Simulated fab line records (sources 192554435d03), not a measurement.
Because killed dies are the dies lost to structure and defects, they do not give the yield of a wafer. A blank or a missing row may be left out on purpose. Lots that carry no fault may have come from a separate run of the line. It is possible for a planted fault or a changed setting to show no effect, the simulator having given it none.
Matching of chambers ; flow n5 finfet ; rie diel-01 running N5_HKMG_FIN_ETCH_67: 4 sister chambers
The step etches SOC in N2/H2, stops on TiN, target depth 388.9 nm. 8 wafers are shown with their chamber, then 8 later ones without.

== WAFERS WITH THEIR CHAMBER ==
wafer;chamber;showerhead plenum p Torr (Torr);throttle valve pct (%)
L078.2;1;2.70;18.01
L079.3;3;2.50;17.44
L079.4;0;2.54;17.83
L088.5;1;2.70;18.03
L090.2;3;2.50;17.45
L090.4;2;2.40;17.52
L090.5;0;2.53;17.86
L092.1;2;2.40;17.53

== WAFERS MISSING THEIR CHAMBER ==
wafer;showerhead plenum p Torr (Torr);throttle valve pct (%)
L092.4;2.53;17.85
L092.6;2.40;17.54
L094.2;2.53;17.86
L094.3;2.40;17.54
L094.4;2.49;17.48
L096.2;2.39;17.57
L096.3;2.69;18.07
L096.4;2.69;18.05

== CHAMBER TAKEN BY EACH ==
wafer;from the rows above;in truth
L092.4;0;0
L092.6;2;2
L094.2;0;0
L094.3;2;2
L094.4;3;3
L096.2;2;2
L096.3;1;1
L096.4;1;1
Placed correctly: 8 of 8. From these rows, 0 cannot be placed. 0 placed wrongly.
How it was worked out, from the rows above alone: a wafer's distance from a chamber is the root of the sum, over the readings, of the square of ((its reading less the chamber's mean) divided by the reading's scatter). If the next closest chamber is less than 2 further off than the closest, the wafer can't be placed; otherwise it belongs to the closest. For every chamber, the mean is computed from those of its wafers that are shown. The scatter: take each reading less its chamber's mean, square it, sum over the shown wafers, divide by the number of wafers less the number of chambers, and take the root.
